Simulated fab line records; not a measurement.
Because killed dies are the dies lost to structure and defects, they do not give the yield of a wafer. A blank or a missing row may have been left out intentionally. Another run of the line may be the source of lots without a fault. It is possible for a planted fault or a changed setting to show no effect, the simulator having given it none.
fab line records    flow nandHarc
record: lots: 24  wafers: 72  lastDay: 33
route steps=1302 shown A_WL_FILL@952 A_CONTACT@986
lots that met no fault: from a run of the same line without faults
startH: hours from the record's opening day to when the first of the lot's shown wafers began    waitH: hours since the lot's step before    " repeats the value in the row above    L1.1+2: one row covering several wafers at once    - no value, or no start given    * or withheld: withheld    < > ~ a bound
route shown NAME@n: names a module that has steps shown in the file, with the first one's number in the route    usual: mean and standard deviation over wafers with no fault    same: alike in all rows    chamber/n: place in a boat    sites: per-site readings    _std_site: the standard deviation of these    _edge_site: inner sites' mean taken away from outer sites' mean    radiusMm: for every site, how far away it sits from the centre of the wafer    mask NAME#n: copy n    behind: the last tool/chamber to shape the wafer    hold: cause of the lot's hold/its duration in hours/its outcome    device: whichever transistor did not switch (one of n, p or np)    end of line: tests run on the same wafers once the route is complete    a step with no rows: only its recipe    killed: not the wafer's yield, but the dies lost to structure and defects at the first sort    map: a wafer's dies, marking killed ones x, the rest . and places with no die _
set.NAME: the setting the step ran with; set.NAME@STEP: the setting that earlier step ran with    model.NAME: the simulator's own value behind a step, which no gauge read
steps of the route over a sample of lots; a table a step, a row a wafer
services: when a tool's chamber went out of use (startH, in hours from the record's first day, below 0 if earlier), for how many hours, and the reason
== steps ==
step: NHARC_A_WL_FILL_ALD_00
recipe: targetThkA: 30  pulseTimeS: 3  aldCycles: 30  tempC: 300  material: Al2O3
usual: heaterPowerW: 474/54  precursorPulseHeightRel: 1.001/0.02
lot.wafer  tool      chamber  startH  waitH  heaterPowerW  precursorPulseHeightRel
L074.2     aldHk-02  3        451.98  0.1    511           0.992
L074.1     "         1        "       "      452           0.976
L074.5     "         3        "       "      505           0.998
L076.1     aldHk-02  1        470.50  0.1    463           0.997
L076.3     "         2        "       "      497           0.995
L076.6     "         0        "       "      551           0.995
L075.2     aldHk-04  0        472.58  0.1    402           0.989
L075.1     "         3        "       "      394           1.004
L075.5     "         0        "       "      389           0.973
L079.3     aldHk-04  3        502.11  0.1    386           0.988
L079.4     "         1        "       "      526           1.018
L079.6     "         2        "       "      410           1.033
L077.2     aldHk-02  1        502.12  0.1    468           0.982
L077.1     "         2        "       "      511           1.019
L077.5     "         3        "       "      487           1.047
L078.4     aldHk-04  0        505.77  0.1    394           0.968
L078.6     "         0        "       "      405           1.024
L078.5     "         1        "       "      514           1.014
L081.4     aldHk-01  2        532.83  0.1    406           0.980
L081.2     "         0        "       "      499           0.995
L081.5     "         1        "       "      441           1.016
L082.4     aldHk-01  0        532.97  0.2    495           0.982
L082.2     "         1        "       "      462           1.013
L082.6     "         0        "       "      496           0.992
L080.2     aldHk-04  2        536.77  0.2    402           1.009
L080.4     "         3        "       "      382           1.037
L080.5     "         0        "       "      411           0.958
L084.3     aldHk-02  2        561.85  0.1    505           0.991
L084.2     "         0        "       "      523           0.988
L084.1     "         1        "       "      447           1.018
L083.2     aldHk-04  1        561.86  0.1    551           0.995
L083.3     "         0        "       "      402           0.984
L083.5     "         2        "       "      403           0.997
L085.3     aldHk-01  3        565.66  0.1    496           0.989
L085.1     "         0        "       "      504           0.966
L085.6     "         3        "       "      491           0.968
L086.2     aldHk-04  3        582.55  0.2    391           0.957
L086.4     "         2        "       "      415           1.040
L086.6     "         3        "       "      383           1.015
L087.1     aldHk-04  0        594.11  0.1    399           0.974
L087.2     "         1        "       "      524           0.996
L087.6     "         0        "       "      402           0.991
L088.3     aldHk-02  0        609.97  0.1    540           0.982
L088.6     "         0        "       "      526           1.014
L088.5     "         1        "       "      450           0.983
L089.2     aldHk-01  0        609.97  0.1    514           1.003
L089.4     "         1        "       "      465           0.988
L089.5     "         0        "       "      506           1.023
L090.2     aldHk-02  2        623.22  0.1    515           0.997
L090.1     "         3        "       "      525           1.004
L090.3     "         0        "       "      539           1.029
L091.2     aldHk-01  1        623.26  0.1    458           0.956
L091.3     "         2        "       "      415           1.037
L091.6     "         3        "       "      492           1.018
L092.3     aldHk-02  2        634.49  0.1    519           0.983
L092.1     "         3        "       "      520           0.986
L092.5     "         0        "       "      528           0.995
L093.3     aldHk-01  0        644.86  0.1    514           1.039
L093.5     "         0        "       "      511           0.999
L093.6     "         1        "       "      469           1.032
L094.4     aldHk-02  1        661.41  0.1    460           1.014
L094.1     "         2        "       "      516           0.982
L094.5     "         3        "       "      510           0.999
L096.4     aldHk-04  1        681.46  0.1    511           0.998
L096.6     "         0        "       "      391           0.979
L096.5     "         1        "       "      502           1.039
L095.4     aldHk-02  1        681.48  0.1    442           0.992
L095.1     "         2        "       "      507           1.005
L095.5     "         0        "       "      526           0.995
L097.1     aldHk-02  0        703.21  0.1    534           1.030
L097.4     "         1        "       "      452           1.014
L097.3     "         2        "       "      505           1.018
step: NHARC_A_WL_FILL_RTA_01
recipe: tempC: 1000  timeS: 5
usual: annealTempCMax: 1005.3/1.4  lampPowerPct: 29.38/0.058  wafer_temp_C_max: 1006.2/2.3
lot.wafer  tool          chamber  startH  waitH  annealTempCMax  lampPowerPct  wafer_temp_C_max
L074.1     rtpAnneal-02  0        452.24  -      1003.5          29.34         1003.1
L074.2     "             0        "       "      1006.4          29.32         1005.9
L074.5     "             0        "       "      1003.8          29.37         1003.9
L076.1     rtpAnneal-01  0        470.72  -      1005.0          29.46         1008.6
L076.3     "             0        "       "      1006.0          29.42         1008.8
L076.6     "             0        "       "      1005.9          29.43         1008.2
L075.1     rtpAnneal-02  0        472.84  -      1005.3          29.36         1003.8
L075.2     "             0        "       "      1005.0          29.31         1004.0
L075.5     "             0        "       "      1004.5          29.32         1005.1
L077.1     rtpAnneal-02  0        502.33  -      1005.7          29.33         1003.6
L077.2     "             0        "       "      1005.5          29.32         1004.2
L077.5     "             0        "       "      1005.9          29.34         1004.2
L079.3     rtpAnneal-01  0        502.41  -      1005.3          29.42         1007.8
L079.4     "             0        "       "      1006.8          29.48         1009.3
L079.6     "             0        "       "      1006.5          29.42         1005.8
L078.4     rtpAnneal-01  0        506.13  -      1005.4          29.43         1007.2
L078.5     "             0        "       "      1005.6          29.54         1007.1
L078.6     "             0        "       "      1005.5          29.47         1008.7
L081.2     rtpAnneal-02  0        533.10  -      1004.2          29.32         1003.8
L081.4     "             0        "       "      1003.9          29.36         1004.7
L081.5     "             0        "       "      1003.5          29.38         1004.2
L082.2     rtpAnneal-02  0        533.27  -      1004.5          29.38         1004.3
L082.4     "             0        "       "      1004.5          29.34         1005.8
L082.6     "             0        "       "      1003.7          29.36         1004.7
L080.2     rtpAnneal-01  0        537.12  0.3    1005.7          29.48         1009.5
L080.4     "             0        "       "      1006.5          29.38         1005.2
L080.5     "             0        "       "      1006.4          29.44         1009.2
L084.1     rtpAnneal-02  0        562.11  -      1003.6          29.37         1004.2
L084.2     "             0        "       "      1004.4          29.30         1004.0
L084.3     "             0        "       "      1005.2          29.36         1004.5
L083.2     rtpAnneal-01  0        562.15  -      1007.7          29.34         1011.9
L083.3     "             0        "       "      1005.8          29.42         1007.1
L083.5     "             0        "       "      1007.9          29.36         1006.6
L085.1     rtpAnneal-01  0        565.93  -      1008.1          29.36         1010.8
L085.3     "             0        "       "      1006.5          29.43         1007.4
L085.6     "             0        "       "      1006.9          29.38         1011.6
L086.2     rtpAnneal-01  0        582.85  -      1005.7          29.40         1008.0
L086.4     "             0        "       "      1006.0          29.40         1010.6
L086.6     "             0        "       "      1005.1          29.42         1008.2
L087.1     rtpAnneal-02  0        594.35  -      1005.5          29.35         1004.7
L087.2     "             0        "       "      1004.4          29.31         1004.6
L087.6     "             0        "       "      1003.6          29.36         1003.9
L089.2     rtpAnneal-01  0        610.26  -      1006.1          29.49         1005.0
L089.4     "             0        "       "      1005.0          29.41         1007.8
L089.5     "             0        "       "      1006.5          29.42         1008.5
L088.3     rtpAnneal-02  0        610.29  -      1003.0          29.35         1004.0
L088.5     "             0        "       "      1003.9          29.37         1004.2
L088.6     "             0        "       "      1002.5          29.35         1004.3
L091.2     rtpAnneal-01  0        623.50  -      1005.7          29.42         1007.9
L091.3     "             0        "       "      1005.7          29.44         1008.7
L091.6     "             0        "       "      1006.2          29.43         1007.7
L090.1     rtpAnneal-01  0        623.64  -      1008.7          29.45         1012.3
L090.2     "             0        "       "      1008.7          29.43         1008.1
L090.3     "             0        "       "      1005.0          29.47         1008.2
L092.1     rtpAnneal-01  0        634.69  -      1006.4          29.40         1008.1
L092.3     "             0        "       "      1009.4          29.39         1007.3
L092.5     "             0        "       "      1006.9          29.39         1008.1
L093.3     rtpAnneal-02  0        645.18  -      1003.7          29.28         1005.6
L093.5     "             0        "       "      1005.0          29.27         1003.5
L093.6     "             0        "       "      1003.9          29.33         1003.6
L094.1     rtpAnneal-02  0        661.61  -      1004.3          29.31         1003.5
L094.4     "             0        "       "      1004.0          29.33         1003.3
L094.5     "             0        "       "      1005.1          29.28         1004.2
L095.1     rtpAnneal-01  0        681.68  -      1008.2          29.46         1007.3
L095.4     "             0        "       "      1009.1          29.45         1005.9
L095.5     "             0        "       "      1005.1          29.43         1010.9
L096.4     rtpAnneal-02  0        681.91  -      1003.5          29.39         1005.0
L096.5     "             0        "       "      1004.5          29.32         1005.3
L096.6     "             0        "       "      1003.5          29.37         1003.6
L097.1     rtpAnneal-02  0        703.44  -      1003.5          29.34         1004.6
L097.3     "             0        "       "      1003.1          29.30         1004.6
L097.4     "             0        "       "      1004.3          29.35         1003.4
step: NHARC_A_WL_FILL_ALD_02
recipe: targetThkA: 20  pulseTimeS: 3  aldCycles: 100  tempC: 450  material: TiN
usual: heaterPowerW: 1141/110  precursorPulseHeightRel: 1.001/0.019
lot.wafer  tool         chamber  startH  waitH  heaterPowerW  precursorPulseHeightRel
L074.2     aldMetal-03  1        452.46  0.2    1373          0.997
L074.1     "            3        "       "      1188          0.981
L074.5     "            2        "       "      1244          0.984
L076.1     aldMetal-04  3        470.93  0.2    1191          0.996
L076.3     "            1        "       "      1137          1.020
L076.6     "            0        "       "      1153          1.000
L075.1     aldMetal-04  0        473.13  0.3    1133          1.013
L075.2     "            1        "       "      1114          1.022
L075.5     "            3        "       "      1175          1.000
L077.2     aldMetal-04  0        502.54  0.2    1105          1.022
L077.1     "            3        "       "      1177          1.003
L077.5     "            1        "       "      1126          0.951
L079.4     aldMetal-01  1        502.64  0.2    1065          1.025
L079.3     "            2        "       "      1021          0.982
L079.6     "            3        "       "      1034          0.987
L078.4     aldMetal-03  0        506.38  0.2    1382          0.966
L078.5     "            1        "       "      1312          0.997
L078.6     "            2        "       "      1242          0.979
L081.2     aldMetal-04  0        533.32  0.2    1112          1.023
L081.4     "            2        "       "      988           1.014
L081.5     "            0        "       "      1085          1.004
L082.2     aldMetal-03  0        533.46  0.2    1364          1.008
L082.4     "            3        "       "      1203          1.018
L082.6     "            0        "       "      1398          1.008
L080.4     aldMetal-04  2        537.35  0.1    1017          0.984
L080.2     "            0        "       "      1075          0.996
L080.5     "            1        "       "      1135          0.980
L084.2     aldMetal-04  1        562.33  0.2    1139          1.007
L084.3     "            3        "       "      1167          0.985
L084.1     "            0        "       "      1093          0.988
L083.3     aldMetal-03  3        562.34  0.1    1163          0.995
L083.2     "            1        "       "      1320          1.013
L083.5     "            3        "       "      1214          0.992
L085.1     aldMetal-01  3        566.14  0.2    990           1.002
L085.3     "            1        "       "      1090          1.000
L085.6     "            3        "       "      1021          0.981
L086.4     aldMetal-04  2        583.11  0.2    1017          1.022
L086.2     "            3        "       "      1133          1.022
L086.6     "            1        "       "      1157          1.009
L087.2     aldMetal-04  3        594.61  0.2    1193          0.966
L087.1     "            1        "       "      1127          1.008
L087.6     "            3        "       "      1132          1.008
L089.4     aldMetal-03  3        610.45  0.1    1164          0.978
L089.2     "            0        "       "      1456          1.009
L089.5     "            3        "       "      1134          0.987
L088.3     aldMetal-01  3        610.45  0.1    989           1.041
L088.5     "            3        "       "      997           1.009
L088.6     "            0        "       "      1048          1.003
L091.2     aldMetal-03  1        623.69  0.2    1260          0.996
L091.3     "            3        "       "      1132          1.037
L091.6     "            1        "       "      1274          1.022
L090.3     aldMetal-04  2        623.90  0.2    1021          1.007
L090.1     "            3        "       "      1154          0.960
L090.2     "            0        "       "      1132          0.984
L092.1     aldMetal-03  3        634.91  0.2    1154          0.969
L092.3     "            1        "       "      1283          1.008
L092.5     "            3        "       "      1177          1.001
L093.3     aldMetal-04  0        645.37  0.2    1106          0.992
L093.6     "            3        "       "      1153          0.986
L093.5     "            0        "       "      1133          0.993
L094.1     aldMetal-01  3        661.83  0.2    984           0.994
L094.4     "            1        "       "      1100          0.940
L094.5     "            3        "       "      972           1.002
L095.1     aldMetal-01  1        681.90  0.2    1068          1.026
L095.4     "            3        "       "      1004          1.002
L095.5     "            2        "       "      1068          0.994
L096.4     aldMetal-04  1        682.08  0.1    1121          0.998
L096.5     "            0        "       "      1098          0.999
L096.6     "            1        "       "      1136          1.002
L097.4     aldMetal-01  2        703.70  0.1    1027          0.996
L097.1     "            3        "       "      1015          0.974
L097.3     "            0        "       "      1072          1.001
step: NHARC_A_WL_FILL_ALD_19
recipe: targetThkA: 20  pulseTimeS: 3  aldCycles: 100  tempC: 450  material: TiN
usual: heaterPowerW: 1134/120  precursorPulseHeightRel: 0.999/0.023
lot.wafer  tool         chamber  startH  waitH  heaterPowerW  precursorPulseHeightRel
L074.1     aldMetal-01  1        471.92  0.1    1060          0.967
L074.2     "            2        "       "      1029          0.995
L074.5     "            0        "       "      1118          1.032
L076.1     aldMetal-03  1        489.52  0.1    1340          1.048
L076.3     "            2        "       "      1230          0.967
L076.6     "            1        "       "      1365          1.040
L075.2     aldMetal-01  0        489.52  0.1    1130          1.011
L075.1     "            1        "       "      1087          1.026
L075.5     "            0        "       "      1123          0.982
L077.2     aldMetal-03  1        519.23  0.1    1314          1.004
L077.1     "            2        "       "      1220          1.014
L077.5     "            2        "       "      1216          0.950
L079.4     aldMetal-01  3        519.23  0.1    1043          1.003
L079.3     "            0        "       "      1111          0.985
L079.6     "            0        "       "      1132          1.017
L078.4     aldMetal-04  1        528.17  0.1    1152          0.997
L078.6     "            0        "       "      1103          1.004
L078.5     "            1        "       "      1149          0.979
L082.2     aldMetal-04  1        550.16  0.1    1144          1.003
L082.4     "            3        "       "      1151          1.003
L082.6     "            1        "       "      1139          0.996
L080.2     aldMetal-03  1        553.15  0.1    1337          0.995
L080.4     "            0        "       "      1433          1.021
L080.5     "            2        "       "      1227          1.030
L081.4     aldMetal-01  0        553.17  0.1    1096          1.000
L081.2     "            1        "       "      1107          1.041
L081.5     "            0        "       "      1053          0.987
L084.3     aldMetal-03  2        579.20  0.1    1142          1.001
L084.1     "            0        "       "      1426          1.002
L084.2     "            1        "       "      1318          1.000
L083.2     aldMetal-01  1        579.22  0.1    1068          0.991
L083.3     "            3        "       "      1008          1.042
L083.5     "            1        "       "      1076          1.010
L085.3     aldMetal-03  3        583.49  0.1    1154          1.005
L085.1     "            1        "       "      1288          1.009
L085.6     "            3        "       "      1150          0.978
L086.2     aldMetal-01  1        599.75  0.1    1073          1.027
L086.4     "            2        "       "      1046          0.999
L086.6     "            3        "       "      1000          1.015
L087.2     aldMetal-03  3        611.49  0.1    1131          0.986
L087.1     "            0        "       "      1429          1.011
L087.6     "            1        "       "      1312          1.012
L089.4     aldMetal-04  3        630.41  0.1    1150          1.009
L089.2     "            0        "       "      1116          0.980
L089.5     "            0        "       "      1126          1.015
L088.3     aldMetal-01  2        630.43  0.1    1024          0.998
L088.5     "            1        "       "      1092          1.006
L088.6     "            2        "       "      1051          1.035
L090.3     aldMetal-03  3        643.62  0.1    1169          0.992
L090.2     "            0        "       "      1418          1.009
L090.1     "            1        "       "      1286          1.010
L091.2     aldMetal-01  3        643.64  0.1    1005          1.012
L091.3     "            0        "       "      1058          0.957
L091.6     "            0        "       "      1030          1.050
L092.1     aldMetal-03  1        654.71  0.1    1314          1.010
L092.3     "            3        "       "      1164          1.042
L092.5     "            1        "       "      1313          0.963
L093.3     aldMetal-01  1        666.78  0.1    1072          0.993
L093.5     "            1        "       "      1105          0.960
L093.6     "            2        "       "      1030          0.988
L094.4     aldMetal-04  3        678.71  0.1    1161          1.018
L094.1     "            0        "       "      1079          0.985
L094.5     "            3        "       "      1146          0.948
L095.1     aldMetal-01  1        699.13  0.1    1098          0.996
L095.4     "            3        "       "      1005          0.991
L095.5     "            2        "       "      1016          0.998
L096.4     aldMetal-04  0        699.17  0.1    1079          0.993
L096.5     "            2        "       "      1007          0.965
L096.6     "            3        "       "      1136          0.991
L097.4     aldMetal-01  1        719.98  0.1    1084          1.006
L097.1     "            2        "       "      1054          1.012
L097.3     "            3        "       "      967           0.963
step: NHARC_A_CONTACT_DEP_29
recipe: targetThkA: 1000  targetThkNm: 100  tempC: 400  pressureTorr: 3.5  flowSccm: 200  rfW: 350  material: SiON
usual: heaterPowerW: 748/76
lot.wafer  tool      chamber  startH  waitH  heaterPowerW
L074.1     pecvd-02  2        477.86  3.6    726
L074.2     "         1        "       "      834
L074.5     "         2        "       "      746
L076.3     pecvd-03  2        500.67  2.2    839
L076.1     "         1        "       "      742
L076.6     "         0        "       "      846
L075.1     pecvd-02  2        501.10  3.6    791
L075.2     "         1        "       "      806
L075.5     "         2        "       "      793
L077.2     pecvd-03  0        525.46  2.8    759
L077.1     "         1        "       "      843
L077.5     "         2        "       "      897
L079.3     pecvd-01  0        525.76  2.2    601
L079.4     "         1        "       "      695
L079.6     "         2        "       "      683
L078.4     pecvd-03  2        534.00  1.5    786
L078.6     "         0        "       "      831
L078.5     "         1        "       "      797
L082.2     pecvd-02  1        558.09  3.1    791
L082.4     "         0        "       "      769
L082.6     "         1        "       "      802
L081.2     pecvd-01  2        560.69  2.9    686
L081.5     "         2        "       "      693
L081.4     "         1        "       "      740
L080.2     pecvd-01  1        563.94  2.8    700
L080.4     "         1        "       "      705
L080.5     "         0        "       "      685
L083.3     pecvd-01  1        585.02  2.2    633
L083.2     "         2        "       "      612
L083.5     "         0        "       "      675
L084.3     pecvd-01  0        585.43  2.2    701
L084.1     "         1        "       "      680
L084.2     "         2        "       "      714
L085.3     pecvd-03  2        589.53  2.1    861
L085.1     "         0        "       "      732
L085.6     "         1        "       "      853
L086.2     pecvd-01  0        605.70  2.9    637
L086.4     "         1        "       "      619
L086.6     "         0        "       "      649
L087.2     pecvd-02  1        619.66  2.9    795
L087.1     "         2        "       "      833
L087.6     "         1        "       "      790
L088.3     pecvd-02  0        636.28  2.2    807
L088.6     "         1        "       "      847
L088.5     "         2        "       "      843
L089.2     pecvd-01  0        637.41  2.9    617
L089.5     "         1        "       "      685
L089.4     "         2        "       "      736
L090.2     pecvd-01  1        650.51  2.8    685
L090.1     "         2        "       "      617
L090.3     "         0        "       "      587
L091.2     pecvd-02  2        651.78  2.9    785
L091.3     "         2        "       "      785
L091.6     "         2        "       "      784
L092.1     pecvd-01  0        660.71  3.6    664
L092.3     "         1        "       "      673
L092.5     "         2        "       "      710
L093.3     pecvd-03  2        674.95  2.2    785
L093.6     "         0        "       "      818
L093.5     "         1        "       "      798
L094.1     pecvd-03  0        684.45  3.5    803
L094.4     "         2        "       "      873
L094.5     "         0        "       "      799
L095.1     pecvd-02  1        705.02  3.6    865
L095.4     "         2        "       "      824
L095.5     "         0        "       "      676
L096.5     pecvd-01  0        706.53  0.8    708
L096.4     "         1        "       "      740
L096.6     "         2        "       "      718
L097.3     pecvd-02  2        725.73  2.1    729
L097.1     "         0        "       "      771
L097.4     "         0        "       "      769
step: NHARC_A_CONTACT_ETCH_51
recipe: targetDepthA: 70000  overEtchFrac: 0.3  timeS: 1820  ionEnergyEv: 150  o2FlowSccm: 400  cosFlowSccm: 20  arFlowSccm: 0  rfW: 500  biasW: 300  chemistry: O2/COS
usual: drypumpMotorCurrentA: 5.8/0.55  oesProductAu: 1.001/0.014  rfVppV: 313.7/1.7  showerheadPlenumPTorr: 3.09/0.1  throttleValvePct: 28.330/0.0094
lot.wafer  tool        chamber  startH  waitH  drypumpMotorCurrentA  oesProductAu  rfHoursCounterH  rfVppV  showerheadPlenumPTorr  throttleValvePct
L074.1     rieDiel-01  0        -       -      6.3                   1.027         35               311.8   3.00                   28.330
L074.2     "           1        "       "      4.9                   0.989         30               314.3   3.08                   28.338
L074.5     "           3        "       "      5.6                   1.013         -                313.0   3.06                   28.313
L076.1     rieDiel-06  3        -       -      6.5                   0.996         1                317.1   3.18                   28.333
L076.3     "           1        "       "      6.3                   0.985         2                315.4   3.27                   28.329
L076.6     "           3        "       "      6.5                   1.010         -                315.1   3.18                   28.329
L075.2     rieDiel-06  1        -       -      6.2                   0.994         3                316.7   3.27                   28.332
L075.1     "           0        "       "      5.0                   0.998         3                314.1   3.10                   28.335
L075.5     "           1        "       "      6.2                   1.003         -                315.7   3.27                   28.341
L077.2     rieDiel-06  3        -       -      6.5                   1.019         7                314.1   3.18                   28.343
L077.1     "           0        "       "      5.0                   1.004         7                314.2   3.10                   28.318
L077.5     "           2        "       "      5.6                   0.992         -                311.8   2.95                   28.337
L079.4     rieDiel-01  0        -       -      6.3                   1.031         51               310.6   2.99                   28.328
L079.3     "           1        "       "      4.8                   0.962         47               313.6   3.07                   28.331
L079.6     "           1        "       "      4.9                   0.986         -                313.4   3.07                   28.340
L078.4     rieDiel-06  1        -       -      6.2                   0.990         9                316.1   3.27                   28.324
L078.5     "           2        "       "      5.6                   0.984         -                310.8   2.95                   28.337
L078.6     "           3        "       "      6.5                   1.000         -                314.1   3.18                   28.330
L082.2     rieDiel-06  1        -       -      6.3                   1.007         12               316.0   3.26                   28.339
L082.4     "           2        "       "      5.6                   0.980         12               309.5   2.95                   28.352
L082.6     "           1        "       "      6.3                   1.003         -                314.9   3.26                   28.336
L081.4     rieDiel-06  1        -       -      6.2                   1.000         13               315.8   3.26                   28.338
L081.2     "           3        "       "      6.5                   1.004         13               315.6   3.18                   28.328
L081.5     "           2        "       "      5.6                   0.996         -                312.8   2.95                   28.336
L080.4     rieDiel-06  1        -       -      6.2                   1.010         14               316.2   3.26                   28.327
L080.2     "           2        "       "      5.6                   0.992         14               310.2   2.94                   28.348
L080.5     "           0        "       "      5.0                   0.989         -                314.6   3.09                   28.327
L083.3     rieDiel-13  0        -       -      5.4                   0.999         20               314.4   3.12                   28.351
L083.2     "           2        "       "      5.9                   0.990         15               314.0   3.02                   28.335
L083.5     "           3        "       "      6.3                   0.982         -                313.8   3.05                   28.329
L084.2     rieDiel-06  1        -       -      6.2                   0.993         19               317.1   3.26                   28.316
L084.1     "           3        "       "      6.5                   1.006         18               315.6   3.17                   28.328
L084.3     "           0        "       "      5.0                   1.002         19               314.5   3.09                   28.328
L085.3     rieDiel-06  1        -       -      6.2                   1.002         21               315.6   3.26                   28.332
L085.1     "           0        "       "      5.0                   0.985         20               312.6   3.09                   28.337
L085.6     "           0        "       "      5.0                   1.009         -                313.6   3.09                   28.339
L086.2     rieDiel-13  2        -       -      5.9                   0.997         24               312.8   3.01                   28.330
L086.4     "           3        "       "      6.2                   0.988         25               312.6   3.05                   28.317
L086.6     "           1        "       "      5.7                   1.009         -                312.1   3.01                   28.307
L087.1     rieDiel-06  3        -       -      6.5                   0.990         24               314.3   3.17                   28.337
L087.2     "           1        "       "      6.2                   0.987         25               316.7   3.26                   28.338
L087.6     "           2        "       "      5.6                   0.991         -                311.4   2.94                   28.323
L088.3     rieDiel-01  1        -       -      4.9                   1.008         22               313.9   3.06                   28.321
L088.6     "           0        "       "      6.3                   1.029         -                314.9   2.98                   28.329
L088.5     "           1        "       "      4.8                   1.007         -                312.5   3.06                   28.335
L089.2     rieDiel-06  1        -       -      6.2                   0.986         27               316.1   3.26                   28.324
L089.4     "           3        "       "      6.5                   1.007         28               314.5   3.17                   28.331
L089.5     "           2        "       "      5.6                   1.003         -                313.3   2.94                   28.332
L090.1     rieDiel-06  3        -       -      6.5                   0.997         30               315.1   3.17                   28.328
L090.3     "           0        "       "      5.0                   0.995         30               312.6   3.09                   28.329
L090.2     "           1        "       "      6.2                   0.980         31               317.3   3.25                   28.338
L091.2     rieDiel-01  3        -       -      5.6                   1.026         29               313.1   3.03                   28.339
L091.3     "           1        "       "      4.9                   0.993         27               313.6   3.05                   28.312
L091.6     "           3        "       "      5.6                   1.033         -                312.4   3.03                   28.315
L092.3     rieDiel-13  2        -       -      5.9                   0.985         42               312.3   3.01                   28.321
L092.1     "           0        "       "      5.4                   0.996         49               313.1   3.11                   28.346
L092.5     "           2        "       "      5.9                   0.979         -                312.4   3.01                   28.322
L093.3     rieDiel-06  2        -       -      5.6                   1.001         2                310.6   2.94                   28.340
L093.5     "           0        "       "      5.0                   1.006         -                312.7   3.08                   28.315
L093.6     "           1        "       "      6.3                   0.998         -                317.0   3.25                   28.325
L094.1     rieDiel-01  2        -       -      5.3                   0.986         39               314.6   3.08                   28.324
L094.4     "           1        "       "      4.8                   1.003         34               314.3   3.05                   28.334
L094.5     "           3        "       "      5.6                   1.041         -                313.2   3.03                   28.326
L095.4     rieDiel-06  2        -       -      5.6                   1.010         7                311.0   2.93                   28.329
L095.1     "           3        "       "      6.5                   0.987         6                314.7   3.16                   28.321
L095.5     "           2        "       "      5.6                   1.018         -                312.0   2.93                   28.334
L096.4     rieDiel-06  1        -       -      6.3                   0.998         8                315.8   3.25                   28.323
L096.5     "           2        "       "      5.6                   1.005         -                310.7   2.93                   28.339
L096.6     "           3        "       "      6.5                   0.997         -                314.9   3.16                   28.331
L097.4     rieDiel-13  0        -       -      5.4                   1.012         10               312.0   3.10                   28.344
L097.1     "           1        "       "      5.7                   1.015         7                312.2   2.99                   28.329
L097.3     "           2        "       "      5.9                   1.009         7                311.8   2.99                   28.319
== services ==
tool         chamber  startH  hours  kind
aldHk-04     -        437.59  10.0   pm
aldHk-02     -        460.82  0.8    repair
pecvd-02     0        461.64  21.0   repair
aldMetal-04  -        474.00  10.0   pm
rieDiel-06   -        484.24  9.0    pm
pecvd-02     -        488.13  0.5    repair
pecvd-02     0        491.80  23.2   repair
pecvd-01     -        492.07  13.0   pm
aldMetal-01  -        526.00  10.0   pm
aldMetal-03  1        540.79  5.3    repair
aldHk-02     -        544.75  0.5    repair
aldMetal-03  -        568.00  10.0   pm
aldMetal-04  -        583.48  0.4    repair
rieDiel-06   2        586.16  8.3    repair
pecvd-02     -        589.01  13.0   pm
aldMetal-01  0        589.95  10.2   repair
aldMetal-03  -        641.56  0.7    repair
aldMetal-01  -        644.80  0.3    repair
aldMetal-04  -        652.00  10.0   pm
aldMetal-01  -        660.28  0.4    repair
rieDiel-06   -        661.24  9.0    pm
pecvd-01     -        673.07  13.0   pm
aldMetal-01  -        704.00  10.0   pm
aldHk-02     -        711.19  10.0   pm
== key ==
fault none
